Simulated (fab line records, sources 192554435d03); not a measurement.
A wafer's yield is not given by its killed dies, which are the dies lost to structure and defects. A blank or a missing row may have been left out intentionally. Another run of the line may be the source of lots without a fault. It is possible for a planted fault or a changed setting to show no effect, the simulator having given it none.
Code-filled problem report in 8D (eight disciplines) form	flow n5_finfet	the parts of the form that need people (team, actions taken, sign-off) are left out

1. PROBLEM STATEMENT
Wafers without a fault read 13, standard deviation 6.1; killed_at_contacts at N5_PASSIVATION_PROBE_49 reads a mean of 100 on 9 wafers belonging to 3 lots. Relative to the usual mean, that is a shift of +14 standard deviations.
The first sign was on wafer L431.1 at day 15 11:55, on prober-01. Wafers with a number at this step in the record: 35, from 12 lots. Rule for "out" (also "out of limits"): further than 4 standard deviations from the usual mean. All remaining wafers that have a number are taken as sound.

2. WHAT IT IS, AND WHAT IT ISN'T
question	is	is not
which readings at this step	killed_at_contacts	killed_at_M4_up, killed_at_front_end
which lots	L431, L432, L433	L420, L421, L422, L423, L424, L427, L436, L442, L443
which wafers of those lots	all that have a number	-
read on which tools	prober-01, prober-02	-
when	from day 15 11:55	up to then (17 sound wafers); but 9 sound wafers of L436, L442, L443 came after

3. WHAT RULES OUT EACH SUSPECT
Counting: any tool at a process step up to the reading is kept as a suspect provided that every lot that is out went through it and no sound lot did after the first of them.
- plasma_asher-02 at N5_MOL_CONTACT_COAG_STRIP_49 (strips in N2/H2, time 30 s): kept. Every lot that is out went through it, starting with L431 (day 8 00:49), and after that it ran no sound lot; the last sound lot it ran before then is L427 (day 6 22:04).
After counting, what remains is plasma_asher-02 at N5_MOL_CONTACT_COAG_STRIP_49.

4. THE CAUSE (what the simulator had put in)
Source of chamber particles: plasma_asher-02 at N5_MOL_CONTACT_COAG_STRIP_49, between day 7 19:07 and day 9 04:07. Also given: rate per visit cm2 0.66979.
After counting, this tool was the only one left.

5. THE EFFECT CHAIN, in route order
Rows list readings where the struck wafers' mean (over those with a number) sits beyond 3 standard deviations from the usual. Only readings for which the record gives a usual standard deviation are gone through. hours: the time from each lot's start at the first step in this table that gives one to its start at this step, as a median over the lots. sigmas: the change in usual standard deviations.
hours	step	reading	usual	on struck wafers	change	sigmas
0	N5_PASSIVATION_PROBE_49	killed_at_contacts	13	100	+87	+14
0	N5_PASSIVATION_PROBE_49	killed_dies	100	191	+91	+5.4
0	N5_PASSIVATION_PROBE_49	killed_on_rim	13	29	+16	+4.1
Its process steps:
- N5_PASSIVATION_PROBE_49

6. WHAT WOULD HAVE CAUGHT IT SOONER
In this record no reading fell out of limits until day 15 11:55, 185 hours after the fault had begun at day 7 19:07.
Of the tool readings at N5_MOL_CONTACT_COAG_STRIP_49 for which the record gives a usual standard deviation, none was out on any struck wafer, so an alarm limit of 4 standard deviations on them would not have fired.
By day 15 11:55 the whole set of lots that are out, 3 in number, had already begun N5_MOL_CONTACT_COAG_STRIP_49 on plasma_asher-02. A hold on the tool at that time would have spared none of them.
